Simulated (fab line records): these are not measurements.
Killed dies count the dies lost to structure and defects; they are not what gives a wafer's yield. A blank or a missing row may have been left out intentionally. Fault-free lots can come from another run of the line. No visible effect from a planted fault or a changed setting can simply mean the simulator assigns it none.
Chamber matching || flow nand_harc || NHARC_A_STAIRCASE_ETCHBACK_157 on rie_diel-07 has 4 sister chambers
The step etches the open film in CH3F/O2, target depth 90 nm, time 167.14 s. 4 wafers are shown with their chamber, then 8 later ones without.

WAFERS WITH THEIR CHAMBER
{"wafer": "L080.4", "chamber": 1, "drypump_motor_current_A (A)": 5.4}
{"wafer": "L079.2", "chamber": 0, "drypump_motor_current_A (A)": 6.5}
{"wafer": "L079.6", "chamber": 2, "drypump_motor_current_A (A)": 6.2}
{"wafer": "L086.2", "chamber": 3, "drypump_motor_current_A (A)": 5.9}

WAFERS WITH NO CHAMBER GIVEN
{"wafer": "L086.4", "drypump_motor_current_A (A)": 6.2}
{"wafer": "L086.6", "drypump_motor_current_A (A)": 6.4}
{"wafer": "L089.3", "drypump_motor_current_A (A)": 6.2}
{"wafer": "L089.4", "drypump_motor_current_A (A)": 6.4}
{"wafer": "L089.6", "drypump_motor_current_A (A)": 5.4}
{"wafer": "L097.2", "drypump_motor_current_A (A)": 6.4}
{"wafer": "L097.4", "drypump_motor_current_A (A)": 5.8}
{"wafer": "L097.6", "drypump_motor_current_A (A)": 5.8}

THE CHAMBER EACH PASSED THROUGH
{"wafer": "L086.4", "from the rows above": 2, "in truth": 2}
{"wafer": "L086.6", "from the rows above": "can't be placed: 0 or 2", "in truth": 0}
{"wafer": "L089.3", "from the rows above": 2, "in truth": 2}
{"wafer": "L089.4", "from the rows above": "can't be placed: 0 or 2", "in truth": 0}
{"wafer": "L089.6", "from the rows above": 1, "in truth": 1}
{"wafer": "L097.2", "from the rows above": "can't be placed: 0 or 2", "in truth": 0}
{"wafer": "L097.4", "from the rows above": 3, "in truth": 3}
{"wafer": "L097.6", "from the rows above": 3, "in truth": 3}
Correct placement for 5 of the 8. Can't be placed from these rows: 3 (the true chamber is among the candidates in 3). Placed wrongly: 0.
How it was worked out, from the rows above alone: a wafer's distance from a chamber is the root of the sum, over the readings, of the square of ((its reading less the chamber's mean) divided by the reading's scatter). The wafer belongs to the nearest chamber; if the next one is less than 2 further off, it can't be placed. For every chamber, the mean is computed from those of its wafers that are shown. The scatter: root of mean squared gap, hidden wafer to nearest shown wafer, with one shown wafer a chamber.
